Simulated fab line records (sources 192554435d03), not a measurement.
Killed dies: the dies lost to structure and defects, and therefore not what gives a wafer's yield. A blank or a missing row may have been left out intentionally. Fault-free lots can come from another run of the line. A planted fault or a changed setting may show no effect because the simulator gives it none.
Problem report in the 8D (eight disciplines) form, filled by code + flow n5-finfet + the parts of the form that need people (team, actions taken, sign-off) are left out

== 1. WHAT IS WRONG ==
Wafers without a fault read 1625.0 rpm, standard deviation 0.95; spin-speed-rpm at N5_BEOL_M13_COAT_04 reads a mean of 1738.6 rpm on 9 wafers belonging to 3 lots. So: +99 or more standard deviations from the usual mean.
The step: resist thk 400 nm.
Seen first at day 15 01:36 on litho-track-02, wafer L149.1. At this step, 33 wafers from 11 lots have a number in the record. Rule for "out" (also "out of limits"): further than 4 standard deviations from the usual mean. Any other wafer with a number is counted as sound.

== 2. WHAT THIS IS AND IS NOT ==
| question                    | is                     | is not                                                                          |
|-----------------------------|------------------------|---------------------------------------------------------------------------------|
| which readings at this step | spin-speed-rpm         | -                                                                               |
| which lots                  | L148, L149, L152       | L136, L137, L138, L141, L142, L154, L155, L157                                  |
| which wafers of those lots  | all that have a number | -                                                                               |
| read on which tools         | litho-track-02         | litho-track-03, litho-track-05                                                  |
| when                        | from day 15 01:36      | up to then (15 sound wafers); but 9 sound wafers of L154, L155, L157 came after |

== 3. THE SUSPECTS, EACH WITH WHAT RULES IT OUT ==
Counting: a tool stays on the suspect list if, at a process step up to the reading, it processed all lots that are out and no sound lot following the first of them.
- litho-track-02 at N5_BEOL_M13_COAT_04 (resist thk 400 nm): kept. It processed each lot that is out, first L149 at day 15 01:36, and no sound lot thereafter; up to then, the last sound lot it processed was L142 at day 13 11:28. Its own readings are out on those wafers: spin-speed-rpm.
After counting, what remains is litho-track-02 at N5_BEOL_M13_COAT_04.

== 4. THE CAUSE (what the simulator had put in) ==
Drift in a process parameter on litho-track-02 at N5_BEOL_M13_COAT_04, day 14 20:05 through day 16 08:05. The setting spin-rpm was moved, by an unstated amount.
Counting left only this tool.

== 5. THE EFFECT CHAIN, in route order ==
Each row: a reading where the mean over the struck wafers with a number is more than 3 standard deviations away from the usual. Readings are gone through only where the record gives a usual standard deviation; hours: the median, over the lots, of the time from a lot's start at the first step in this table giving one to that lot's start at this step; sigmas: the change measured in usual standard deviations.
| hours | step                 | reading                  | usual      | on struck wafers | change | sigmas      |
|-------|----------------------|--------------------------|------------|------------------|--------|-------------|
| 0     | N5_BEOL_M13_COAT_04  | spin-speed-rpm           | 1625.0 rpm | 1738.6           | +113.6 | +99 or more |
| 1     | N5_BEOL_M13_STRIP_63 | strip-time-to-endpoint-s | 28.5 s     | 25.1             | -3.4   | -3.4        |
Process steps it contains:
- N5_BEOL_M13_COAT_04: resist thk 400 nm.
- N5_BEOL_M13_STRIP_63: strips in N2/H2.

== 6. HOW IT WOULD HAVE BEEN CAUGHT EARLIER ==
The fault began at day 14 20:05; the first out-of-limits reading in this record came at day 15 01:36, 6 hours later.
